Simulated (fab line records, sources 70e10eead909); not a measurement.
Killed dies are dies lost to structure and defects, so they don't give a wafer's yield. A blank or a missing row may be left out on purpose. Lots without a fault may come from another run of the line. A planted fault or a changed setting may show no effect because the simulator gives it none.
A struck lot beside a sound one | flow nand_harc | 33 steps out of a route of 1159
Sound: wafers L216.4, L216.5, L216.6. Struck: wafers L233.1, L233.3, L233.4. The cause comes at the end.
At each step with rows: each side's tool, then ch and its chambers, then its first start. Under that, the readings that differ: sound wafers | struck wafers | difference of the means | sigmas: that difference in standard deviations of wafers without a fault.
alike: readings whose means differ by less than 2 such deviations, and words and numbers that are the same on both sides. not compared: withheld readings, readings that some wafer has no value for, bounds like >300 that may hide the same value, and numbers for which the record gives no deviation and whose values overlap.
The two part at a step that has a row with sigmas, a row that says differs or no value, or rows on one side only. Numbers that don't overlap but have no deviation are shown without sigmas and don't part them. A reading that every wafer of one side lacks parts them only if that side has two wafers or more.

first, 9 steps without rows for these wafers: NHARC_A_CHANNEL_HOLE_D1_DEP_00 (deposits aC, target thk 3100 nm); NHARC_A_CHANNEL_HOLE_D1_DEP_01 (deposits SiON, target thk 140 nm); NHARC_A_CHANNEL_HOLE_D1_DEHYDRATE_02 (time 120 s); NHARC_A_CHANNEL_HOLE_D1_HMDS_03 (time 30 s); NHARC_A_CHANNEL_HOLE_D1_COAT_36 (time 75 s); NHARC_A_CHANNEL_HOLE_D1_COAT_37 (time 65 s); NHARC_A_CHANNEL_HOLE_D1_COAT_04 (resist thk 90 nm); NHARC_A_CHANNEL_HOLE_D1_SOFTBAKE_05 (time 55 s); NHARC_A_CHANNEL_HOLE_D1_EBR_06.
NHARC_A_CHANNEL_HOLE_D1_EXPOSE_07: exposes mask HOLE D1, target cd 100 nm.
  sound on arfi_scanner-02 ch 0, day 8 17:11; struck on arfi_scanner-02 ch 0, day 12 20:24
  reading              | sound             | struck            | difference | sigmas
  exposure_dose_mJ_cm2 | 59.62 59.64 59.68 | 56.59 56.53 56.57 | -3.08      | -53
  alike: mask, reticle_temp_C
then, 2 steps without rows for these wafers: NHARC_A_CHANNEL_HOLE_D1_PEB_08 (peb time 65 s); NHARC_A_CHANNEL_HOLE_D1_DEVELOP_09 (develop time 35 s).
NHARC_A_CHANNEL_HOLE_D1_CD_MEAS_10: target cd 100 nm.
  sound on cd_sem-03 ch 0, day 8 17:19; struck on cd_sem-02 ch 0, day 12 20:32
  reading    | sound             | struck         | difference | sigmas
  cd_nm (nm) | 101.0 100.5 101.1 | 97.5 97.8 96.7 | -3.5       | -6
NHARC_A_CHANNEL_HOLE_D1_DESCUM_15: chemistry O2, time 3 s.
  sound on rie_diel-09 ch 0,1,3, day 8 17:31; struck on rie_diel-09 ch 1,2,3, day 12 20:44
  reading                            | sound             | struck            | difference | sigmas
  model.A_CHANNEL_HOLE_D1.cd_nm (nm) | 100.9 100.7 100.9 | 97.54 97.27 96.35 | -3.78      |
  alike: drypump_motor_current_A, oes_product_au, rf_vpp_V, showerhead_plenum_p_Torr, throttle_valve_pct
  not compared: rf_hours_counter_h
then, 16 steps without rows for these wafers: NHARC_A_CHANNEL_HOLE_D1_ETCH_38 (etches the open film in CF4, target depth 39 nm, time 65 s); NHARC_A_CHANNEL_HOLE_D1_ETCH_39 (etches the open film in N2/H2, target depth 260 nm, time 325 s); NHARC_A_CHANNEL_HOLE_D1_ETCH_34 (etches the open film in CF4/CHF3, target depth 154 nm, time 77 s); NHARC_A_CHANNEL_HOLE_D1_ETCH_16 (etches the open film in O2/COS, target depth 3100 nm, time 806 s); NHARC_A_CHANNEL_HOLE_D1_ETCH_19 (etches the open film in C4F8/O2/Ar, time 34.5 s); NHARC_A_CHANNEL_HOLE_D1_ETCH_20 (etches the open film in C4F8/O2/Ar, time 361.9 s, target depth 1600 nm); NHARC_A_CHANNEL_HOLE_D1_ETCH_21 (etches the open film in C4F8/O2/Ar, time 514.3 s, target depth 1600 nm); NHARC_A_CHANNEL_HOLE_D1_ETCH_22 (etches the open film in C4F8/O2/Ar, time 666.7 s, target depth 1600 nm); NHARC_A_CHANNEL_HOLE_D1_ETCH_23 (etches the open film in C4F8/O2/Ar, time 819 s, target depth 1600 nm); NHARC_A_CHANNEL_HOLE_D1_ETCH_24 (etches the open film in C4F8/O2/Ar, time 906.2 s, target depth 1500 nm); NHARC_A_CHANNEL_HOLE_D1_ETCH_25 (etches the open film in C4F8/O2/Ar, time 1040.2 s, target depth 1500 nm); NHARC_A_CHANNEL_HOLE_D1_ETCH_26 (etches the open film in C4F8/O2/Ar, time 224.1 s, target depth 300 nm); NHARC_A_CHANNEL_HOLE_D1_ETCH_33 (etches the open film in C4F8/O2/Ar, time 90 s, target depth 400 nm); NHARC_A_CHANNEL_HOLE_D1_STRIP_41 (strips in N2/H2); NHARC_A_CHANNEL_HOLE_D1_STRIP_42 (strips in CF4/CHF3); NHARC_A_CHANNEL_HOLE_D1_STRIP_43 (strips in O2/COS).
NHARC_A_CHANNEL_HOLE_D1_ETCH_44: etches the open film in CF4/O2, target depth 140 nm, overetch 14 nm, time 77 s.
  sound on rie_diel-01 ch 0,2,3, day 8 23:25; struck on rie_diel-01 ch 1,2,3, day 13 02:50
  reading                            | sound             | struck            | difference | sigmas
  model.A_CHANNEL_HOLE_D1.cd_nm (nm) | 90.85 90.95 90.75 | 89.44 90.06 85.72 | -2.44      |
  alike: drypump_motor_current_A, oes_product_au, rf_vpp_V, showerhead_plenum_p_Torr, throttle_valve_pct
  not compared: rf_hours_counter_h
then, 2 steps without rows for these wafers: NHARC_A_CHANNEL_HOLE_D1_STRIP_27 (strips in O2); NHARC_END_SORT_01.

WHERE THEY PART
First at NHARC_A_CHANNEL_HOLE_D1_EXPOSE_07; last, within this record, at NHARC_A_CHANNEL_HOLE_D1_CD_MEAS_10. Later steps at which nothing parts them and some readings are alike: NHARC_A_CHANNEL_HOLE_D1_DESCUM_15, NHARC_A_CHANNEL_HOLE_D1_ETCH_44.

WHY: what the simulator had put in
Process parameter drift: arfi_scanner-02, from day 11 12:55 on, at NHARC_A_CHANNEL_HOLE_D1_EXPOSE_07. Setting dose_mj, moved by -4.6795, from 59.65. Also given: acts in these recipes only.
